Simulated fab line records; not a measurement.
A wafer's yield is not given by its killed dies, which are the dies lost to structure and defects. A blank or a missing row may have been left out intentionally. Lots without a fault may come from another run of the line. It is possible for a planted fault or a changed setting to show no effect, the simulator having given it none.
A lot that was struck, set against a sound lot ; flow nandHarc ; 15 out of 1302 route steps
Sound: these wafers, L443.1, L443.4, L443.6. Struck: wafers L452.3, L452.5, L452.6. At the end, the cause is stated.
Per side, at each step with rows, come the tool, then ch with its chambers, and then its first start. Under that, the readings that differ: sound wafers ; struck wafers ; difference of the means ; sigmas: that difference in standard deviations of wafers without a fault.
alike: readings whose means differ by less than 2 such deviations, and words and numbers that are the same on both sides. not compared: withheld readings, readings that some wafer has no value for, bounds like >300 that may hide the same value, and numbers for which the record gives no deviation and whose values overlap.
Wherever a step has rows on one side only, a row that says differs or no value, or a row with sigmas, the two part there. When numbers do not overlap yet have no deviation, they are printed without sigmas and do not part them. Lack of a reading on every wafer of one side parts them only where that side has two or more wafers.

NHARC_A_CONTACT_ETCH_129: etches the open film in C4F8/O2/Ar, time 197 s, target depth 1918 nm.
  sound on harCapEtch-01 ch 0,1, day 24 08:45; struck on harCapEtch-03 ch 0,1, day 27 14:37
  not compared: rfHoursCounterH
then, 1 step without rows for these wafers: NHARC_A_CONTACT_ETCH_130 (etches the open film in C4F8/O2/Ar, time 197 s, target depth 1918 nm).
NHARC_A_CONTACT_ETCH_131: etches the open film in C4F8/O2/Ar, time 197 s, target depth 1918 nm.
  sound on harCapEtch-01 ch 0,1, day 24 09:13; struck on harCapEtch-03 ch 0,1, day 27 14:58
  not compared: rfHoursCounterH
then, 1 step without rows for these wafers: NHARC_A_CONTACT_ETCH_132 (etches the open film in C4F8/O2/Ar, time 197 s, target depth 1924 nm).
NHARC_A_CONTACT_ETCH_133: etches the open film in C4F8/O2/Ar, time 374 s, target depth 1610 nm.
  sound on harCapEtch-01 ch 0,1, day 24 09:42; struck on harCapEtch-03 ch 0,1, day 27 15:26
  not compared: rfHoursCounterH
NHARC_A_CONTACT_ETCH_91: etches the open film in CH3F/O2, target depth 40 nm, time 85.7 s.
  sound on rieDiel-04 ch 1,2,3, day 24 10:39; struck on rieDiel-06 ch 0,1, day 27 16:11
  alike: biasW, drypumpMotorCurrentA, oesProductAu, rfVppV, showerheadPlenumPTorr, throttleValvePct
  not compared: rfHoursCounterH
then, 1 step without rows for these wafers: NHARC_A_CONTACT_ETCH_97 (etches the open film in C4F6/O2, target depth 20 nm, time 10 s).
NHARC_A_CONTACT_CD_MEAS_80:
  sound on cdSem-01 at day 24 10:50; struck on cdSem-01 at day 27 16:23
  alike: cdNm
then, 3 steps without rows for these wafers: NHARC_A_CONTACT_STRIP_103 (strips in N2/H2); NHARC_A_CONTACT_STRIP_104 (strips in CF4/CHF3); NHARC_A_CONTACT_STRIP_105 (strips in O2/COS).
NHARC_A_CONTACT_ETCH_106: etches the open film in CF4/O2, target depth 90 nm, overetch 9 nm, time 49.5 s.
  sound on rieDiel-04 ch 0,1,2, day 24 11:08; struck on rieDiel-04 ch 0,2,3, day 27 16:41
  alike: biasW, cf4FlowSccm, drypumpMotorCurrentA, oes_o_777_au, oesProductAu, rfVppV, showerheadPlenumPTorr, throttleValvePct
  not compared: rfHoursCounterH
NHARC_A_CONTACT_STRIP_82: strips in O2.
  sound on rieDiel-04 ch 2,3, day 24 11:14; struck on rieDiel-04 ch 0,1,3, day 27 16:50
  no value came back on the struck wafers for any of 7 readings (biasW (W), chamberPressureMTorr (mTorr) and others); on the sound wafers biasW (W) reads 0 0 0
  not compared: rfHoursCounterH
then, 1 step without rows for these wafers: NHARC_A_CONTACT_STRIP_83 (strips in post etch residue remover, time 600 s).
-- record jumps: 2 days between struck wafers' starts before vs after; left off in module A_CONTACT, resumes in module END, first step shown is number 1302 of the route --
NHARC_END_SORT_01:
  at this point the record logs the struck wafers (prober-02 ch 0, day 30 02:01) and has no rows for the sound ones

## WHERE THEY PART
First at NHARC_A_CONTACT_STRIP_82; last, within this record, at NHARC_END_SORT_01.

WHY: whatever the simulator had introduced
Step skipped in full: rieDiel-04, at NHARC_A_CONTACT_STRIP_82, from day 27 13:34 onward. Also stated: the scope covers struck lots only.
